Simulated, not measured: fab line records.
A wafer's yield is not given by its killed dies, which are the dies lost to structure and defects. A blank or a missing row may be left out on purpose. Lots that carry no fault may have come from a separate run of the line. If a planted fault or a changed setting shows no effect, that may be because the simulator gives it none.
8D (eight disciplines) problem report, filled in by code | flow n5 finfet | the parts of the form that need people (team, actions taken, sign-off) are left out

== 1. THE PROBLEM ==
oes product au at N5_BEOL_M8_VIA_ETCH_34 reads a mean of 1.19 a.u. on 3 wafers of 3 lots; wafers without a fault read 0.81 a.u. with a standard deviation of 0.07. That is +5.4 standard deviations from the usual mean.
The step: etches SiCOH lowk in C4F6/O2, target depth 125.5 nm, time 50.5 s.
First seen on wafer L379.6, day 11 09:02, on rie diel-06. The record holds 28 wafers of 10 lots with a number at this step. Rule for "out", or "out of limits": more than 4 standard deviations from the usual mean. The other wafers with a number count as sound.

== 2. WHAT THIS IS AND IS NOT ==
question                    | is                     | is not
which readings at this step | oes product au         | drypump motor current A, rf fwd power W, rf vpp V, showerhead plenum p Torr, throttle valve pct
which lots                  | L379, L382, L383       | L375, L376, L377, L380, L390, L393, L394
which wafers of those lots  | L379.6, L382.5, L383.6 | L379.3, L382.1, L382.3, L383.3
read on which tools         | rie diel-06            | rie diel-01, rie diel-05
when                        | from day 11 09:02      | up to then (13 sound wafers); but 12 sound wafers of L382, L383, L390, L393, L394 came after

== 3. THE SUSPECTS, EACH WITH WHAT RULES IT OUT ==
Counting: any tool at a process step up to the reading remains a suspect provided it ran every lot that is out. Sound lots after the first of them don't rule it out here, since some wafers of a struck lot are sound.
- rie diel-06 at N5_BEOL_M8_VIA_ETCH_34 (etches SiCOH lowk in C4F6/O2, target depth 125.5 nm, time 50.5 s): kept. It ran every lot that is out, first L379 (day 11 09:02); its last sound lot up to then is L377 (day 10 23:05). Its own readings are out on those wafers: oes product au.
Remaining after the count: rie diel-06 at N5_BEOL_M8_VIA_ETCH_34.

== 4. THE CAUSE (what the simulator had put in) ==
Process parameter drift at N5_BEOL_M8_VIA_ETCH_34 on rie diel-06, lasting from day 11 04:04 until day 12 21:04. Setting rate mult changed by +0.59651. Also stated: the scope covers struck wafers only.
Only this tool survived the counting.

== 5. SEQUENCE OF EFFECTS, ordered by route ==
One row per reading whose mean, taken over the struck wafers that have a number, lies over 3 standard deviations from the usual. Readings are gone through only where the record gives a usual standard deviation; hours: the median, over the lots, of the time from a lot's start at the first step in this table giving one to that lot's start at this step; sigmas: the change measured in usual standard deviations.
hours | step                   | reading        | usual     | on struck wafers | change | sigmas
0     | N5_BEOL_M8_VIA_ETCH_34 | oes product au | 0.81 a.u. | 1.19             | +0.38  | +5.4
Here are the process steps it includes:
- N5_BEOL_M8_VIA_ETCH_34: etches SiCOH lowk in C4F6/O2, target depth 125.5 nm, time 50.5 s.

== 6. WHAT WOULD HAVE CAUGHT IT SOONER ==
In this record the first reading out of limits was taken at day 11 09:02, 5 hours after the fault began at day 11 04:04.
